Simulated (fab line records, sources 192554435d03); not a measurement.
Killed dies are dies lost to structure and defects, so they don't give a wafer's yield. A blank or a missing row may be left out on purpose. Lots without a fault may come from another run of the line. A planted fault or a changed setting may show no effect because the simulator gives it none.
Chamber matching | flow n5_finfet | N5_BEOL_M0_ETCH_109 on rie_diel-04: 4 sister chambers
The step etches SiCN in CH3F/O2, target depth 8 nm, overetch 2.4 nm, time 27.4 s. 4 wafers are shown with their chamber, then 8 later ones without.

WAFERS WITH THEIR CHAMBER
wafer  | chamber | showerhead_plenum_p_Torr (Torr)
L085.3 | 2       | 1.94
L085.4 | 1       | 2.06
L085.6 | 0       | 2.07
L089.4 | 3       | 1.94

WAFERS WITHOUT THEIR CHAMBER
wafer  | showerhead_plenum_p_Torr (Torr)
L089.5 | 2.06
L089.6 | 2.07
L094.1 | 2.06
L094.4 | 2.06
L094.6 | 2.06
L097.2 | 2.06
L097.5 | 1.93
L097.6 | 2.06

WHICH CHAMBER EACH WENT THROUGH
wafer  | from the rows above     | in truth
L089.5 | 1                       | 1
L089.6 | 0                       | 0
L094.1 | 1                       | 1
L094.4 | 1                       | 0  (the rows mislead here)
L094.6 | 1                       | 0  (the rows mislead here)
L097.2 | 1                       | 1
L097.5 | can't be placed: 2 or 3 | 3
L097.6 | 1                       | 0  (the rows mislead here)
Placed correctly: 4 of 8. Can't be placed from these rows: 1 (the true chamber is among the candidates in 1). Placed wrongly: 3.
How it was worked out, from the rows above alone: a wafer's distance from a chamber is the root of the sum, over the readings, of the square of ((its reading less the chamber's mean) divided by the reading's scatter). The wafer belongs to the nearest chamber; if the next one is less than 2 further off, it can't be placed. A chamber's mean is the mean of its shown wafers. The scatter: with one shown wafer a chamber, the root of the mean of the squares of how far each hidden wafer lies from its nearest shown one.
